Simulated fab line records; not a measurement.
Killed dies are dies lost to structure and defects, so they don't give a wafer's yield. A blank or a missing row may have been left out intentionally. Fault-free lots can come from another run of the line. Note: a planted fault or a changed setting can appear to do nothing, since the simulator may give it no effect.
fab line records | flow nand_harc
[record] lots = 6 wafers = 18 last_day = 33
route steps=1302 shown P_M1@297 END@1302
lots that met no fault: taken from a fault-free run of the same line
start_h: hours from the record's first day to the start of the lot's first wafer shown | wait_h: time in hours since the lot's previous step | " as in the row above | L1.1+2: a single row standing in for several wafers | - no value present, or no start provided | * or withheld: withheld | < > ~ a bound
route shown NAME@n: names a module that has steps shown in the file, with the first one's number in the route | usual: mean/standard deviation taken from wafers without a fault | same: alike in all rows | chamber/n: place in a boat | sites: the reading at each site | _std_site: standard deviation across them | _edge_site: outer sites' mean less inner sites' | radius_mm: how far each site lies from the wafer's centre | mask NAME#n: copy n | behind: the last tool/chamber to shape the wafer | hold: the reason the lot was held/the length of the hold in hours/how it ended | device: the n, p or np transistor that did not switch | end of line: the route-end tests of the same wafers | a step with no rows: only its recipe | killed: dies lost to structure and defects at the first sort, not the wafer's yield | map: dies across one wafer; x = killed, . = not, _ = none there
set.NAME: the setting that was run; set.NAME@STEP: the one run at that earlier step | model.NAME: the simulator's own value behind a step, which no gauge read
certain route steps with their lots: each step a table, each wafer a row
services: a tool's chamber out of use, with start hour (start_h, from the record's first day; less than 0 if before it), hours out, and reason
[[steps]]
[step NHARC_P_M1_INSPECT_11]
[usual] raw_defect_count = 4/3.1
// columns lot.wafer tool chamber start_h wait_h raw_defect_count
L491.2 defect_inspect-01 - 176.98 0.0 6
L491.3 " - " " 3
L491.6 " - " " 3
L492.3 defect_inspect-01 - 189.73 0.0 3
L492.5 " - " " 5
L492.6 " - " " 3
L501.2 defect_inspect-01 - 276.32 0.0 3
L501.3 " - " " 1
L501.4 " - " " 2
L502.3 defect_inspect-02 - 279.90 0.0 2
L502.4 " - " " 0
L502.6 " - " " 2
L507.2 defect_inspect-02 - 337.74 0.0 1
L507.5 " - " " 3
L507.6 " - " " 9
L508.1 defect_inspect-01 - 355.32 0.0 4
L508.3 " - " " 8
L508.5 " - " " 6
[step NHARC_P_M1_DESCUM_14]
[recipe] time_s = 3 o2_flow_sccm = 200 ar_flow_sccm = 0 bias_power_w = 0 chemistry = O2
[usual] drypump_motor_current_A = 5.9/0.56 oes_product_au = 0.998/0.0071 rf_vpp_V = 57.7/0.89 showerhead_plenum_p_Torr = 1.88/0.089 throttle_valve_pct = 11.311/0.0092
// columns lot.wafer tool chamber start_h wait_h drypump_motor_current_A oes_product_au rf_hours_counter_h rf_vpp_V showerhead_plenum_p_Torr throttle_valve_pct
L491.3 rie_diel-05 1 177.04 0.1 6.8 0.994 7 57.6 1.93 11.317
L491.2 " 0 " " 6.0 1.000 7 56.6 2.06 11.307
L491.6 " 2 " " 6.1 1.001 - 58.6 1.81 11.305
L492.3 rie_diel-05 0 189.80 0.1 6.1 1.007 8 57.9 2.06 11.308
L492.6 " 3 " " 5.7 1.001 - 56.7 1.82 11.310
L492.5 " 0 " " 6.1 1.003 - 59.6 2.06 11.313
L501.2 rie_diel-05 2 276.38 0.1 6.1 0.992 3 58.1 1.81 11.314
L501.3 " 0 " " 6.1 0.997 4 57.6 2.06 11.314
L501.4 " 1 " " 6.7 0.994 3 58.3 1.93 11.303
L502.4 rie_diel-05 2 279.97 0.1 6.1 0.995 3 56.7 1.81 11.308
L502.3 " 0 " " 6.1 1.002 4 59.9 2.06 11.312
L502.6 " 2 " " 6.1 0.984 - 57.1 1.81 11.333
L507.2 rie_diel-02 3 337.81 0.1 5.8 0.994 8 57.5 1.98 11.338
L507.6 " 3 " " 5.8 1.005 - 58.9 1.98 11.312
L507.5 " 0 " " 4.9 1.001 - 56.7 1.78 11.323
L508.3 rie_diel-05 0 355.38 0.1 6.0 0.989 8 59.0 2.06 11.295
L508.1 " 1 " " 6.7 0.992 7 57.7 1.93 11.318
L508.5 " 0 " " 6.0 0.992 - 59.2 2.06 11.304
[step NHARC_P_M1_ETCH_35]
[recipe] target_depth_a = 400 overetch_a = 120 time_s = 43.94 ion_energy_ev = 200 n2_flow_sccm = 150 h2_flow_sccm = 150 ar_flow_sccm = 0 rf_w = 400 bias_w = 150 chemistry = N2/H2
[usual] drypump_motor_current_A = 5.9/0.55 oes_product_au = 0.998/0.0077 rf_vpp_V = 429.7/2.9 showerhead_plenum_p_Torr = 2.01/0.098 throttle_valve_pct = 14.170/0.008
// columns lot.wafer tool chamber start_h wait_h drypump_motor_current_A oes_product_au rf_hours_counter_h rf_vpp_V showerhead_plenum_p_Torr throttle_valve_pct
L491.3 rie_diel-05 1 177.13 0.1 6.7 0.986 7 430.8 2.06 14.166
L491.2 " 0 " " 6.1 1.008 7 433.9 2.20 14.167
L491.6 " 1 " " 6.7 0.987 - 431.1 2.06 14.165
L492.3 rie_diel-05 3 189.88 0.1 5.7 1.004 8 427.7 1.94 14.175
L492.5 " 3 " " 5.7 0.997 - 427.1 1.94 14.163
L492.6 " 0 " " 6.1 1.014 - 435.2 2.20 14.167
L501.4 rie_diel-05 0 276.47 0.1 6.1 0.992 4 435.8 2.20 14.183
L501.3 " 2 " " 6.1 0.990 3 427.6 1.92 14.149
L501.2 " 3 " " 5.7 0.993 4 427.2 1.94 14.161
L502.3 rie_diel-05 3 280.04 0.1 5.7 0.995 4 428.2 1.94 14.169
L502.4 " 2 " " 6.1 1.004 3 428.6 1.92 14.170
L502.6 " 0 " " 6.0 0.997 - 433.3 2.20 14.173
L507.2 rie_diel-02 2 337.90 0.1 5.2 0.995 9 426.8 1.93 14.166
L507.5 " 1 " " 6.4 1.002 - 429.8 2.03 14.167
L507.6 " 2 " " 5.2 1.002 - 428.2 1.93 14.168
L508.1 rie_diel-05 3 355.47 0.1 5.7 0.992 8 428.3 1.94 14.185
L508.3 " 0 " " 6.1 0.985 8 434.4 2.20 14.178
L508.5 " 3 " " 5.7 1.000 - 428.8 1.94 14.167
[step NHARC_P_M1_ETCH_15]
[recipe] target_depth_a = 1825 time_s = 91.2 c4f8_flow_sccm = withheld ar_flow_sccm = 400 rf_w = 600 bias_w = 300 chemistry = C4F8/Ar
[step NHARC_P_M1_CD_MEAS_16]
[usual] cd_nm = 129.9/0.59
// columns lot.wafer tool chamber start_h wait_h cd_nm
L491.2 cd_sem-01 - 177.35 - 129.1
L491.3 " - " " 129.9
L491.6 " - " " 130.5
L492.3 cd_sem-03 - 190.10 - 129.4
L492.5 " - " " 129.9
L492.6 " - " " 129.1
L501.2 cd_sem-03 - 276.69 - 129.7
L501.3 " - " " 130.5
L501.4 " - " " 130.1
L502.3 cd_sem-01 - 280.28 - 130.4
L502.4 " - " " 129.1
L502.6 " - " " 129.7
L507.2 cd_sem-02 - 338.11 - 129.5
L507.5 " - " " 129.1
L507.6 " - " " 129.6
L508.1 cd_sem-03 - 355.69 - 130.0
L508.3 " - " " 130.3
L508.5 " - " " 130.0
[step NHARC_P_M1_STRIP_18]
[recipe] power_w = 1000 n2_flow_sccm = 150 h2_flow_sccm = 150 ar_flow_sccm = 0 bias_w = 0 chemistry = N2/H2
[step NHARC_P_M1_ETCH_28]
[recipe] target_depth_a = 300 over_etch_frac = 0.3 time_s = 72.99 ion_energy_ev = 150 cf4_flow_sccm = 50 n2_flow_sccm = 100 ar_flow_sccm = 150 rf_w = 300 bias_w = 100 chemistry = CF4/N2
[usual] drypump_motor_current_A = 5.8/0.56 oes_product_au = 0.999/0.0075 rf_vpp_V = 313.5/2.2 showerhead_plenum_p_Torr = 2.59/0.12 throttle_valve_pct = 19.795/0.0089
// columns lot.wafer tool chamber start_h wait_h drypump_motor_current_A oes_product_au rf_hours_counter_h rf_vpp_V showerhead_plenum_p_Torr throttle_valve_pct
L491.3 rie_diel-02 1 - - 6.4 0.997 10 312.7 2.63 19.802
L491.2 " 2 " " 5.3 1.006 10 312.6 2.50 19.797
L491.6 " 0 " " 4.9 1.002 - 311.6 2.46 19.787
L492.3 rie_diel-02 0 - - 4.9 1.007 13 310.0 2.46 19.782
L492.5 " 0 " " 4.9 1.002 - 311.4 2.46 19.805
L492.6 " 1 " " 6.4 1.011 - 313.3 2.63 19.795
L501.3 rie_diel-02 1 - - 6.4 0.994 5 314.9 2.62 19.802
L501.2 " 2 " " 5.3 1.005 5 313.0 2.49 19.815
L501.4 " 3 " " 5.8 0.998 4 315.0 2.71 19.793
L502.4 rie_diel-05 1 - - 6.7 1.001 3 314.5 2.65 19.802
L502.3 " 3 " " 5.7 0.995 4 312.7 2.51 19.783
L502.6 " 0 " " 6.1 1.003 - 318.0 2.81 19.794
L507.2 rie_diel-05 2 - - 6.1 0.992 6 312.4 2.49 19.799
L507.5 " 2 " " 6.1 0.985 - 311.6 2.49 19.804
L507.6 " 3 " " 5.7 0.995 - 311.8 2.51 19.805
L508.3 rie_diel-12 2 - - 6.3 1.001 28 311.6 2.51 19.793
L508.1 " 1 " " 5.4 0.998 27 316.9 2.83 19.799
L508.5 " 3 " " 6.3 0.998 - 313.9 2.58 19.785
[step NHARC_P_M1_STRIP_19]
[recipe] time_s = 600 temp_c = 30 chemistry = post_etch_residue_remover
[step NHARC_P_M1_DEGAS_29]
[recipe] temp_c = 250 time_s = 60
[usual] heater_power_w = 320/32
// columns lot.wafer tool chamber start_h wait_h heater_power_w
L491.3 pvd_sputter-02 - 178.08 - 310
L491.2 " - " " 291
L491.6 " - " " 293
L492.3 pvd_sputter-02 - 190.90 - 312
L492.5 " - " " 289
L492.6 " - " " 325
L501.3 pvd_sputter-01 - 277.40 - 355
L501.2 " - " " 356
L501.4 " - " " 366
L502.3 pvd_sputter-02 - 281.00 - 287
L502.4 " - " " 327
L502.6 " - " " 307
L507.2 pvd_sputter-02 - 338.85 - 335
L507.5 " - " " 297
L507.6 " - " " 293
L508.3 pvd_sputter-01 - 356.41 - 302
L508.1 " - " " 362
L508.5 " - " " 361
[step NHARC_P_M1_PRE_CLEAN_30]
[recipe] time_s = 30 temp_c = 280 gas = H2/He
[step NHARC_P_M1_PVD_20]
[recipe] target_thk_a = 50 bias_v = 168.6 power_w = 15000 chamber_pressure_pa = 0.12 time_s = 8.06 substrate_temp_c = 50 material = TaN
[step NHARC_P_M1_PVD_21]
[recipe] target_thk_a = 300 chamber_pressure_pa = 5 power_w = 5000 substrate_temp_c = 30 time_s = 20.49 material = Cu
[step NHARC_P_M1_ECD_22]
[recipe] target_thk_a = 4000 bath_temp_c = 25 material = Cu
[usual] bath_heat_duty_pct = 6.6/0.76 bath_temp_c = 25.00/0.11
// columns lot.wafer tool chamber start_h wait_h bath_heat_duty_pct bath_temp_c
L491.2 ecd_cu-02 1 178.49 - 6.4 24.88
L491.3 " 0 " " 7.5 24.96
L491.6 " 1 " " 6.4 25.01
L492.3 ecd_cu-02 0 191.39 - 7.6 25.23
L492.5 " 1 " " 6.0 25.17
L492.6 " 0 " " 7.3 25.06
L501.2 ecd_cu-02 0 277.76 - - -
L501.4 " 0 " " - -
L501.3 " 1 " " - -
L502.3 ecd_cu-02 0 281.44 - - -
L502.4 " 1 " " - -
L502.6 " 1 " " - -
L507.2 ecd_cu-02 1 339.24 - 5.7 25.05
L507.5 " 0 " " 6.7 24.98
L507.6 " 1 " " 5.7 25.03
L508.1 ecd_cu-01 1 356.76 - 6.0 24.95
L508.3 " 0 " " 6.5 24.91
L508.5 " 0 " " 7.2 24.98
[step NHARC_P_M1_ANNEAL_31]
[recipe] temp_c = 225 time_s = 90
[usual] wafer_temp_C_max = 225.83/0.28
// columns lot.wafer tool chamber start_h wait_h wafer_temp_C_max
L491.2 rtp_anneal-01 0 178.96 0.4 225.43
L491.3 " 0 " " 225.90
L491.6 " 0 " " 225.93
L492.3 rtp_anneal-01 0 191.72 - 225.84
L492.5 " 0 " " 225.47
L492.6 " 0 " " 225.84
L501.2 rtp_anneal-02 0 278.22 0.4 225.76
L501.3 " 0 " " 226.00
L501.4 " 0 " " 225.88
L502.3 rtp_anneal-02 0 281.82 0.3 226.32
L502.4 " 0 " " 226.24
L502.6 " 0 " " 225.98
L507.2 rtp_anneal-02 0 339.62 - 226.00
L507.5 " 0 " " 225.80
L507.6 " 0 " " 226.16
L508.1 rtp_anneal-02 0 357.13 - 225.83
L508.3 " 0 " " 225.71
L508.5 " 0 " " 225.96
[step NHARC_P_M1_CMP_23]
[recipe] t_overpolish_s = 20 target_thk_nm = 157.82
[usual] motor_current_A = 12.3/1.4 time_to_endpoint_s = 28.3/2.7
// columns lot.wafer tool chamber start_h wait_h motor_current_A time_to_endpoint_s
L491.3 cmp-02 1 179.25 - 12.4 31.1
L491.2 " 3 " " 12.9 31.1
L491.6 " 1 " " 12.5 31.1
L492.3 cmp-03 0 192.04 - 14.0 32.1
L492.6 " 1 " " 12.6 30.7
L492.5 " 2 " " 11.2 31.6
L501.2 cmp-01 2 278.52 - 15.2 0.0
L501.4 " 3 " " 12.5 0.0
L501.3 " 0 " " 12.0 0.0
L502.4 cmp-02 1 282.13 - 12.6 5.1
L502.3 " 2 " " 11.5 6.8
L502.6 " 0 " " 12.0 4.8
L507.2 cmp-02 3 339.92 - 13.3 28.1
L507.6 " 3 " " 13.3 29.7
L507.5 " 0 " " 12.5 28.7
L508.1 cmp-03 0 357.50 - 13.3 25.2
L508.3 " 1 " " 12.6 30.0
L508.5 " 0 " " 13.8 31.3
[step NHARC_P_M1_THK_MEAS_24]
[recipe] thk_meas_gauge = xrf
[usual] thk_nm = 157.6/1.2
// columns lot.wafer tool chamber start_h wait_h thk_nm
L491.2 film_metro-01 - 179.56 - 157.9
L491.3 " - " " 160.0
L491.6 " - " " 159.2
L492.3 film_metro-02 - 192.28 - 158.8
L492.5 " - " " 157.6
L492.6 " - " " 160.3
L501.2 film_metro-01 - 278.84 - 29.0
L501.3 " - " " 32.1
L501.4 " - " " 29.0
L502.3 film_metro-02 - 282.38 - 29.1
L502.4 " - " " 30.0
L502.6 " - " " 29.2
L507.2 film_metro-01 - 340.24 - 159.2
L507.5 " - " " 156.7
L507.6 " - " " 158.3
L508.1 film_metro-01 - 357.79 - 156.9
L508.3 " - " " 157.5
L508.5 " - " " 155.3
[step NHARC_P_M1_SRD_25]
[step NHARC_END_SORT_01]
[recipe] temp_c = 25
[usual] defect_limited_yield = 91.2/2.5 killed_at_array = 55/17 killed_at_other = 1.1/1.4 killed_at_periphery = 3.9/3 killed_dies = 59/17 killed_open = 3.5/2 killed_short = 2.6/1.6
[same] gross_dies = 677
// columns lot.wafer tool chamber start_h wait_h defect_limited_yield[%] killed_at_array killed_at_other killed_at_periphery killed_dies killed_open killed_short
L492.3 prober-02 0 636.75 3.1 93.8 41 0 1 42 2 3
L492.5 prober-02 0 638.36 3.7 93.8 38 0 4 42 6 3
L492.6 prober-02 0 639.17 4.0 94.4 35 1 2 38 0 5
L502.3 prober-02 0 720.82 3.1 0 69 1 607 677 8 2
L502.4 prober-02 0 721.62 3.4 0 56 1 620 677 5 2
L502.6 prober-02 0 723.21 4.0 0 69 0 608 677 6 1
// killed by level:class
L492.3 A_CHANNEL_HOLE_D2:chamber_film_flake=15 A_CHANNEL_HOLE_D1:chamber_film_flake=8 A_STAIRCASE:chamber_film_flake=4 A_CHANNEL_FILL_D2:chamber_film_flake=3 A_WL_FILL:chamber_film_flake=2 A_CONTACT:chamber_film_flake=2 A_ONON_D1:geometric_particle:short=1 A_CHANNEL_FILL_D1:geometric_particle:short=1
L492.5 A_CHANNEL_HOLE_D2:chamber_film_flake=17 A_CHANNEL_HOLE_D1:chamber_film_flake=3 A_STAIRCASE:chamber_film_flake=3 A_CHANNEL_FILL_D2:chamber_film_flake=3 A_SLIT:chamber_film_flake=2 P_STI:geometric_particle:open=1 P_M2:geometric_particle:open=1 A_CHANNEL_FILL_D1:geometric_particle:short=1
L492.6 A_CHANNEL_HOLE_D2:chamber_film_flake=16 A_CHANNEL_FILL_D2:chamber_film_flake=4 A_STAIRCASE:chamber_film_flake=3 A_ZERO_WELL:chamber_film_flake=2 A_CHANNEL_HOLE_D1:chamber_film_flake=2 A_CONTACT:chamber_film_flake=2 A_ONON_D1:geometric_particle:short=1 A_CHANNEL_HOLE_D1:geometric_particle:short=1
L502.3 P_M1:area_ecd=599 A_SLIT:chamber_film_flake=35 A_CHANNEL_HOLE_D1:chamber_film_flake=25 P_M0:geometric_particle:open=2 P_M0:geometric_particle:short=2 P_M1:geometric_particle:open=2 P_STI:chamber_film_flake=2 A_CHANNEL_FILL_D2:chamber_film_flake=2
L502.4 P_M1:area_ecd=618 A_SLIT:chamber_film_flake=30 A_CHANNEL_HOLE_D1:chamber_film_flake=17 P_CONTACT:geometric_particle:open=2 A_CHANNEL_FILL_D2:geometric_particle:open=2 A_STAIRCASE:chamber_film_flake=2 A_ONON_D1:geometric_particle:short=1 A_CHANNEL_HOLE_D2:geometric_particle:open=1
L502.6 P_M1:area_ecd=607 A_SLIT:chamber_film_flake=32 A_CHANNEL_HOLE_D1:chamber_film_flake=23 A_CONTACT:chamber_film_flake=5 A_SOURCE_PLATE:geometric_particle:open=1 A_ONON_D1:geometric_particle:open=1 A_CHANNEL_FILL_D1:geometric_particle:open=1 A_CHANNEL_FILL_D2:geometric_particle:open=1
// map L502.3 (x killed, . not)
____________x____________
_________xxxxxxx_________
_______xxxxxxxxxxx_______
______xxxxxxxxxxxxx______
_____xxxxxxxxxxxxxxx_____
____xxxxxxxxxxxxxxxxx____
____xxxxxxxxxxxxxxxxx____
___xxxxxxxxxxxxxxxxxxx___
___xxxxxxxxxxxxxxxxxxx___
__xxxxxxxxxxxxxxxxxxxxx__
__xxxxxxxxxxxxxxxxxxxxx__
_xxxxxxxxxxxxxxxxxxxxxxx_
_xxxxxxxxxxxxxxxxxxxxxxx_
_xxxxxxxxxxxxxxxxxxxxxxx_
_xxxxxxxxxxxxxxxxxxxxxxx_
_xxxxxxxxxxxxxxxxxxxxxxx_
xxxxxxxxxxxxxxxxxxxxxxxxx
xxxxxxxxxxxxxxxxxxxxxxxxx
xxxxxxxxxxxxxxxxxxxxxxxxx
xxxxxxxxxxxxxxxxxxxxxxxxx
xxxxxxxxxxxxxxxxxxxxxxxxx
_xxxxxxxxxxxxxxxxxxxxxxx_
_xxxxxxxxxxxxxxxxxxxxxxx_
_xxxxxxxxxxxxxxxxxxxxxxx_
_xxxxxxxxxxxxxxxxxxxxxxx_
_xxxxxxxxxxxxxxxxxxxxxxx_
__xxxxxxxxxxxxxxxxxxxxx__
__xxxxxxxxxxxxxxxxxxxxx__
___xxxxxxxxxxxxxxxxxxx___
___xxxxxxxxxxxxxxxxxxx___
____xxxxxxxxxxxxxxxxx____
____xxxxxxxxxxxxxxxxx____
_____xxxxxxxxxxxxxxx_____
______xxxxxxxxxxxxx______
_______xxxxxxxxxxx_______
_________xxxxxxx_________
____________x____________
// map L491.2 (x killed, . not)
____________.____________
_________......._________
_______...x......._______
______....x........______
_____..............._____
____.............x...____
____x................____
___...................___
___.x................x___
__x...................x__
__.....................__
_......................._
_....x.................._
_.....x................._
_..x...................._
_..x.x.................._
x...x....................
...xxx...................
.........................
...x................x..x.
.................xx......
_..............x.x.xx..._
_.............x..x.x...._
_................xxx.xx._
_...............xx.x...._
_..............xx......._
__..............xx.....__
__..............xxx....__
___............xx.x...___
___.......x...x...x...___
____x.........x......____
____.......x.........____
_____......x........_____
______.............______
_______..........._______
_________x......_________
____________.____________
[[services]]
// columns tool chamber start_h hours kind
rie_diel-02 1 160.45 8.5 repair
cmp-03 - 162.00 4.0 pm
pvd_sputter-02 - 185.45 1.8 repair
rie_diel-02 3 189.58 1.3 repair
ecd_cu-02 - 191.68 0.4 repair
cmp-02 - 206.06 2.1 repair
rie_diel-02 0 215.62 2.2 repair
rie_diel-02 - 216.70 9.0 pm
pvd_sputter-01 - 226.04 10.0 pm
rie_diel-02 3 228.93 2.7 repair
rie_diel-05 - 229.60 9.0 pm
cmp-02 - 232.55 4.0 pm
pvd_sputter-02 - 239.15 0.5 repair
ecd_cu-02 - 244.25 8.0 pm
cmp-03 - 260.00 4.0 pm
cmp-03 - 280.12 0.2 repair
pvd_sputter-02 - 282.02 10.0 pm
pvd_sputter-02 - 306.49 26.0 repair
ecd_cu-02 - 308.04 1.2 repair
rie_diel-05 1 309.76 6.2 repair
pvd_sputter-01 - 315.18 2.0 repair
cmp-02 - 330.55 4.0 pm
rie_diel-02 0 332.42 4.0 repair
ecd_cu-02 - 346.28 1.0 repair
[[key]]
[first_sign] step = NHARC_P_M1_ECD_22 reading = tool_record direction = missing
[effect] step = NHARC_P_M1_CMP_23 reading = time_to_endpoint_s direction = down sigmas = 9.3 usual = * struck = *
[effect] step = NHARC_P_M1_THK_MEAS_24 reading = thk_nm direction = down sigmas = 99+ usual = 157.6 struck = 29.7
[effect] step = NHARC_END_SORT_01 reading = killed_at_periphery direction = up sigmas = 99+ usual = 3.9 struck = 611.7
[more_kills_born_at] NHARC_P_M1_ECD_22@ecd_cu-02 = 1824
met_at NHARC_P_M1_ECD_22
struck_wafers L501.2,L501.3,L501.4,L502.3,L502.4,L502.6
rows_end L501.2,L501.3,L501.4
later_rows_left_out L502.3,L502.4,L502.6
onset_between 191.39 277.76
[fault] kind = skipped_step_whole tool = ecd_cu-02 chamber = - onset_h = 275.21 steps = NHARC_P_M1_ECD_22 scope = struck_lots_only
// later_rows_left_out: the simulator's readings of these wafers behind a module that went badly wrong aren't trusted and aren't shown, but for the sort
// rows_end: these wafers met a further fault down the route, and their rows from its step on are left out
